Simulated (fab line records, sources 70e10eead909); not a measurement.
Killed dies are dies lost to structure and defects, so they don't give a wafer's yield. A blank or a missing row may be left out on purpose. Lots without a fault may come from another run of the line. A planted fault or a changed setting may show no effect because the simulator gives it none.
fab line records | flow nand_harc | part 2 of 2: steps 26 to 38 of 38
record lots=5 wafers=15 last_day=30
route steps=1302 shown A_CHANNEL_HOLE_D1@488 A_CHANNEL_FILL_D1@490 A_DECK1_JOINT@518
lots that met no fault: from a run of the same line without faults
start_h: hours from the record's first day to the start of the lot's first wafer shown | wait_h: hours since the lot's step before | " the same as in the row above | L1.1+2: a row that stands for several wafers | - no value, or no start given | * or withheld: withheld | < > ~ a bound
route shown NAME@n: a module of which the file shows steps, and the number in the route of the first | usual: mean/standard deviation of fault-free wafers | same: alike in all rows | chamber/n: place in a boat | sites: the reading at each site | _std_site: their standard deviation | _edge_site: outer sites' mean less inner sites' | radius_mm: how far each site lies from the wafer's centre | mask NAME#n: copy n | behind: the tool/chamber that last shaped the wafer | hold: why the lot was held/for how many hours/how that ended | device: the transistor (n, p or np) that didn't switch | end of line: the same wafers' tests at the end of the route | a step without rows: its recipe alone | killed: dies lost to structure and defects at the first sort, not the wafer's yield | map: a wafer's dies, x killed, . not, _ none there
set.NAME: the setting as run; set.NAME@STEP: as run at that earlier step | model.NAME: the simulator's own value behind a step, which no gauge read
lots at some steps of the route; a table a step, a row a wafer
services: from which hour (start_h, from the record's first day; less than 0 if before it) a tool's chamber was out of use, for how many hours, and why
## steps
# step NHARC_A_CHANNEL_FILL_D1_SRD_12
# columns lot.wafer tool chamber start_h wait_h
L074.3+2+1 wet_bench-03 6,2,3 235.29 0.0
L075.3+4+2 wet_bench-01 4,5,6 248.32 0.1
L084.1+3+4 wet_bench-01 5,6,7 343.59 0.0
L086.4+3+1 wet_bench-01 5,7,2 362.50 0.0
L091.6+4+2 wet_bench-03 7,3,4 403.59 0.0
# step NHARC_A_CHANNEL_FILL_D1_INSPECT_13
# usual raw_defect_count=302/120
# columns lot.wafer tool chamber start_h wait_h raw_defect_count
L074.1 defect_inspect-01 - 235.41 0.0 274
L074.2 " - " " 340
L074.3 " - " " 265
L075.2 defect_inspect-01 - 248.42 0.0 829
L075.3 " - " " 536
L075.4 " - " " 523
L084.1 defect_inspect-02 - 343.70 0.0 303
L084.3 " - " " 284
L084.4 " - " " 238
L086.1 defect_inspect-01 - 362.61 0.0 373
L086.3 " - " " 394
L086.4 " - " " 251
L091.2 defect_inspect-01 - 403.70 0.0 225
L091.4 " - " " 229
L091.6 " - " " 194
# step NHARC_A_DECK1_JOINT_ETCHBACK_07
# recipe target_depth_a=1050 time_s=26.9 hbr_flow_sccm=150 rf_w=350 icp_w=350 bias_w=60 chemistry=HBr
# usual drypump_motor_current_A=5.6/0.41 he_backside_leak_sccm=2.59/0.28 oes_product_au=1.003/0.01 throttle_valve_pct=23.267/0.0095
# columns lot.wafer tool chamber start_h wait_h drypump_motor_current_A he_backside_leak_sccm oes_product_au rf_hours_counter_h throttle_valve_pct
L074.2 rie_si-02 1 235.47 0.1 6.3 2.81 1.014 0.8 23.274
L074.3 " 2 " " 5.5 2.19 0.996 0.8 23.278
L074.1 " 0 " " 5.0 3.44 1.021 0.9 23.262
L075.2 rie_si-02 2 248.48 0.1 5.5 2.29 0.999 0.9 23.270
L075.3 " 0 " " 5.0 2.48 1.012 1.0 23.275
L075.4 " 1 " " 6.3 2.80 1.014 0.9 23.285
L084.1 rie_si-02 0 343.76 0.1 5.0 2.74 1.005 0.3 23.272
L084.3 " 1 " " 6.3 3.08 1.009 0.3 23.263
L084.4 " 2 " " 5.5 2.28 0.990 0.3 23.259
L086.3 rie_si-04 2 362.68 0.1 5.9 2.53 1.018 0.1 23.255
L086.1 " 3 " " 6.0 2.69 0.989 0.1 23.282
L086.4 " 3 " " 6.0 2.82 0.991 - 23.258
L091.4 rie_si-04 3 403.78 0.1 6.0 2.87 0.994 0.4 23.263
L091.2 " 1 " " 5.2 2.43 1.014 0.3 23.272
L091.6 " 3 " " 6.0 2.86 0.994 - 23.280
# step NHARC_A_DECK1_JOINT_ETCH_25
# recipe target_depth_a=5 chemistry=dHF material=SiO2
# columns lot.wafer tool chamber start_h wait_h
L074.1+2+3 wet_bench-02 5,6,1 235.62 0.1
L075.3+4+2 wet_bench-07 1,4,5 248.63 0.1
L084.4+3+1 wet_bench-02 5,7,0 343.92 0.1
L086.1+3+4 wet_bench-07 6,7,1 362.87 0.2
L091.2+6+4 wet_bench-07 5,6,1 403.91 0.1
# step NHARC_A_DECK1_JOINT_ETCH_19
# recipe temp_c=25 target_depth_a=30 chemistry=TMAH material=poly-Si
# usual temp_c=25.02/0.11
# columns lot.wafer tool chamber start_h wait_h temp_c
L074.1 wet_bench-02 5 235.65 0.0 25.16
L074.2 " 6 " " 24.76
L074.3 " 1 " " 25.03
L075.3 wet_bench-07 1 248.66 0.0 24.98
L075.4 " 4 " " 25.08
L075.2 " 5 " " 25.06
L084.4 wet_bench-02 5 343.95 0.0 25.05
L084.3 " 7 " " 24.86
L084.1 " 0 " " 25.21
L086.1 wet_bench-07 6 362.90 0.0 24.89
L086.3 " 7 " " 25.11
L086.4 " 1 " " 24.95
L091.2 wet_bench-07 5 403.94 0.0 25.14
L091.6 " 6 " " 24.89
L091.4 " 1 " " 25.20
# step NHARC_A_DECK1_JOINT_ETCH_18
# recipe target_depth_a=30 chemistry=dHF material=SiO2
# columns lot.wafer tool chamber start_h wait_h
L074.1+2+3 wet_bench-02 5,6,1 - -
L075.3+4+2 wet_bench-07 1,4,5 - -
L084.4+3+1 wet_bench-02 5,7,0 - -
L086.1+3+4 wet_bench-07 6,7,1 - -
L091.2+6+4 wet_bench-07 5,6,1 - -
# step NHARC_A_DECK1_JOINT_WET_08
# recipe temp_c=160 time_s=86 chemistry=H3PO4
# usual temp_c=159.99/0.13
# columns lot.wafer tool chamber start_h wait_h temp_c
L074.1 wet_h3po4-02 1 237.31 - 159.83
L074.2 " 1 " " 159.81
L074.3 " 1 " " 159.96
L075.2 wet_h3po4-01 0 250.47 - 160.22
L075.3 " 0 " " 160.10
L075.4 " 0 " " 160.18
L084.1 wet_h3po4-01 0 345.74 - 159.81
L084.3 " 0 " " 160.12
L084.4 " 0 " " 160.11
L086.1 wet_h3po4-01 0 364.70 - 160.07
L086.3 " 0 " " 159.82
L086.4 " 0 " " 159.73
L091.2 wet_h3po4-02 0 405.76 - 160.08
L091.4 " 0 " " 159.97
L091.6 " 0 " " 160.10
# step NHARC_A_DECK1_JOINT_ETCH_09
# recipe target_depth_a=50 chemistry=dHF material=SiO2
# columns lot.wafer tool chamber start_h wait_h
L074.2+1+3 wet_bench-07 1,3,4 237.88 0.0
L075.4+3+2 wet_bench-07 7,1,2 251.02 0.0
L084.4+3+1 wet_bench-06 0,1,3 346.30 0.0
L086.3+1+4 wet_bench-07 4,5,0 365.23 0.0
L091.6+2+4 wet_bench-02 3,4,6 406.30 0.0
# step NHARC_A_DECK1_JOINT_WET_10
# recipe temp_c=160 time_s=86 chemistry=H3PO4
# usual temp_c=160.01/0.13
# columns lot.wafer tool chamber start_h wait_h temp_c
L074.1 wet_h3po4-02 0 239.56 1.7 159.83
L074.2 " 0 " " 159.91
L074.3 " 0 " " 160.03
L075.2 wet_h3po4-01 0 252.71 1.7 160.08
L075.3 " 0 " " 159.86
L075.4 " 0 " " 160.07
L084.1 wet_h3po4-01 0 347.99 1.7 160.19
L084.3 " 0 " " 159.90
L084.4 " 0 " " 159.88
L086.1 wet_h3po4-02 0 366.93 1.7 159.99
L086.3 " 0 " " 160.16
L086.4 " 0 " " 159.96
L091.2 wet_h3po4-01 1 407.99 1.7 160.11
L091.4 " 1 " " 160.02
L091.6 " 1 " " 160.15
# step NHARC_A_DECK1_JOINT_ETCH_11
# recipe target_depth_a=350 chemistry=dHF material=SiO2
# columns lot.wafer tool chamber start_h wait_h
L074.3+1+2 wet_bench-02 1,2,3 240.13 0.0
L075.3+2+4 wet_bench-02 1,3,4 253.29 0.0
L084.1+3+4 wet_bench-06 6,0,3 348.53 0.0
L086.4+1+3 wet_bench-02 0,2,5 367.47 0.0
L091.2+6+4 wet_bench-02 6,7,1 408.55 0.0
# step NHARC_A_DECK1_JOINT_CVD_12
# recipe target_thk_a=900 temp_c=620 pressure_mtorr=200 time_s=1800 material=poly-Si
# columns lot.wafer tool chamber start_h wait_h
L074.1+2+3 lpcvd_poly-01 0 242.61 2.4
L075.2+3+4 lpcvd_poly-01 0 255.77 2.4
L084.1+3+4 lpcvd_poly-04 0 351.21 2.7
L086.1+3+4 lpcvd_poly-01 0 369.97 2.4
L091.2+4+6 lpcvd_poly-01 0 411.06 2.5
# step NHARC_A_DECK1_JOINT_CMP_13
# recipe target_thk_nm=51.023
# usual motor_current_A=12.0/0.82 time_to_endpoint_s=9.6/1.9
# columns lot.wafer tool chamber start_h wait_h motor_current_A time_to_endpoint_s
L074.2 cmp-03 0 245.50 0.4 13.2 7.8
L074.1 " 1 " " 13.2 9.4
L074.3 " 2 " " 11.0 5.9
L075.2 cmp-03 3 258.61 0.4 12.5 10.6
L075.3 " 0 " " 13.7 9.6
L075.4 " 1 " " 12.5 10.8
L084.1 cmp-03 2 354.03 0.4 12.2 8.9
L084.4 " 3 " " 12.3 11.7
L084.3 " 0 " " 13.3 10.4
L086.4 cmp-04 2 372.80 0.4 13.0 8.2
L086.3 " 3 " " 10.7 11.6
L086.1 " 1 " " 11.7 8.2
L091.2 cmp-03 0 413.89 0.4 13.6 8.4
L091.4 " 3 " " 12.8 10.4
L091.6 " 0 " " 13.0 10.5
# step NHARC_A_DECK1_JOINT_THK_MEAS_14
# recipe thk_meas_gauge=ellipsometry
# usual thk_nm=51.3/1.4
# columns lot.wafer tool chamber start_h wait_h thk_nm
L074.1 film_metro-02 - 245.73 0.2 52.3
L074.2 " - " " 52.6
L074.3 " - " " 51.7
L075.2 film_metro-02 - 258.87 0.2 52.5
L075.3 " - " " 50.7
L075.4 " - " " 52.8
L084.1 film_metro-01 - 354.26 0.2 50.2
L084.3 " - " " 50.5
L084.4 " - " " 53.2
L086.1 film_metro-01 - 373.06 0.2 49.3
L086.3 " - " " 50.4
L086.4 " - " " 50.7
L091.2 film_metro-01 - 414.15 0.2 51.9
L091.4 " - " " 52.3
L091.6 " - " " 50.0
## services
# columns tool chamber start_h hours kind
wet_bench-07 - 160.00 8.0 pm
wet_h3po4-01 - 160.00 8.0 pm
rie_diel-12 3 160.57 3.1 repair
ald_hk-02 - 170.00 10.0 pm
rie_diel-09 2 171.90 8.6 repair
wet_bench-09 - 176.80 8.0 pm
wet_bench-09 - 196.03 1.6 repair
ald_sin_batch-01 - 197.64 5.5 repair
wet_bench-03 - 210.40 8.0 pm
rie_diel-12 2 232.34 4.2 repair
wet_bench-02 - 244.05 8.0 pm
ald_hk-04 - 261.63 10.0 pm
rie_diel-12 - 268.40 9.0 pm
wet_bench-01 - 277.60 8.0 pm
rie_diel-09 1 278.77 8.3 repair
wet_bench-09 - 283.05 1.1 repair
wet_bench-01 - 301.80 3.7 repair
rie_diel-09 - 320.10 9.0 pm
wet_bench-07 - 327.48 2.1 repair
wet_bench-07 - 336.00 8.0 pm
rie_diel-09 3 345.73 4.9 repair
rie_diel-09 1 347.91 5.5 repair
ald_hk-02 - 348.38 10.0 pm
wet_bench-03 - 386.40 8.0 pm
